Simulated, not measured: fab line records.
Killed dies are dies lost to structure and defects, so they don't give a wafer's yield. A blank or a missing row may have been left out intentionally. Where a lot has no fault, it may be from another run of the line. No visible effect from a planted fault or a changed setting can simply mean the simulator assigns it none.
Matching of chambers :: flow n5Finfet :: cmp-01 running N5_BEOL_M6_CMP_52: 4 sister chambers
The step polishes, stops on SiCOH lowk, t overpolish 6.9 s, target thk 80 nm. 8 wafers are shown with their chamber, then 9 later ones without.

WAFERS PAIRED WITH THEIR CHAMBERS
wafer: L084.2
chamber: 2
barrierFieldEndpointS (s): 29.0
timeToEndpointS (s): 65

wafer: L084.4
chamber: 3
barrierFieldEndpointS (s): 29.0
timeToEndpointS (s): 61

wafer: L086.2
chamber: 2
barrierFieldEndpointS (s): 28.9
timeToEndpointS (s): 68

wafer: L086.3
chamber: 1
barrierFieldEndpointS (s): 28.9
timeToEndpointS (s): 62

wafer: L086.5
chamber: 3
barrierFieldEndpointS (s): 29.1
timeToEndpointS (s): 63

wafer: L088.2
chamber: 0
barrierFieldEndpointS (s): 29.8
timeToEndpointS (s): 66

wafer: L088.4
chamber: 1
barrierFieldEndpointS (s): 29.4
timeToEndpointS (s): 60

wafer: L088.5
chamber: 0
barrierFieldEndpointS (s): 31.3
timeToEndpointS (s): 68

WAFERS WHOSE CHAMBER IS MISSING
wafer: L090.3
barrierFieldEndpointS (s): 29.6
timeToEndpointS (s): 63

wafer: L090.4
barrierFieldEndpointS (s): 29.6
timeToEndpointS (s): 63

wafer: L090.6
barrierFieldEndpointS (s): 29.3
timeToEndpointS (s): 62

wafer: L089.1
barrierFieldEndpointS (s): 29.2
timeToEndpointS (s): 62

wafer: L089.5
barrierFieldEndpointS (s): 29.4
timeToEndpointS (s): 62

wafer: L089.6
barrierFieldEndpointS (s): 30.2
timeToEndpointS (s): 63

wafer: L092.1
barrierFieldEndpointS (s): 28.7
timeToEndpointS (s): 64

wafer: L092.3
barrierFieldEndpointS (s): 28.7
timeToEndpointS (s): 64

wafer: L092.4
barrierFieldEndpointS (s): 29.4
timeToEndpointS (s): 66

THE CHAMBER EACH PASSED THROUGH
wafer: L090.3
from the rows above: can't be placed: 3 or 1 or 2 or 0
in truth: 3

wafer: L090.4
from the rows above: can't be placed: 3 or 1 or 2 or 0
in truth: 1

wafer: L090.6
from the rows above: can't be placed: 3 or 1
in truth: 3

wafer: L089.1
from the rows above: can't be placed: 3 or 1
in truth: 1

wafer: L089.5
from the rows above: can't be placed: 3 or 1
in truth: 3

wafer: L089.6
from the rows above: can't be placed: 3 or 1 or 0 or 2
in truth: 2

wafer: L092.1
from the rows above: can't be placed: 3 or 2 or 1
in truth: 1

wafer: L092.3
from the rows above: can't be placed: 3 or 2 or 1
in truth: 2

wafer: L092.4
from the rows above: can't be placed: 2 or 0 or 3
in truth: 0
Correctly placed: 0 of 9. Not placeable from these rows: 9 (in 9, the candidates include the true chamber). Wrongly placed: 0.
How it was worked out, from the rows above alone: a wafer's distance from a chamber is the root of the sum, over the readings, of the square of ((its reading less the chamber's mean) divided by the reading's scatter). The wafer belongs to the nearest chamber; if the next one is less than 2 further off, it can't be placed. The mean given for a chamber averages the wafers shown for that chamber. The scatter: the root of (the sum of the squares of (reading less its chamber's mean) over the shown wafers, divided by (wafers less chambers)).
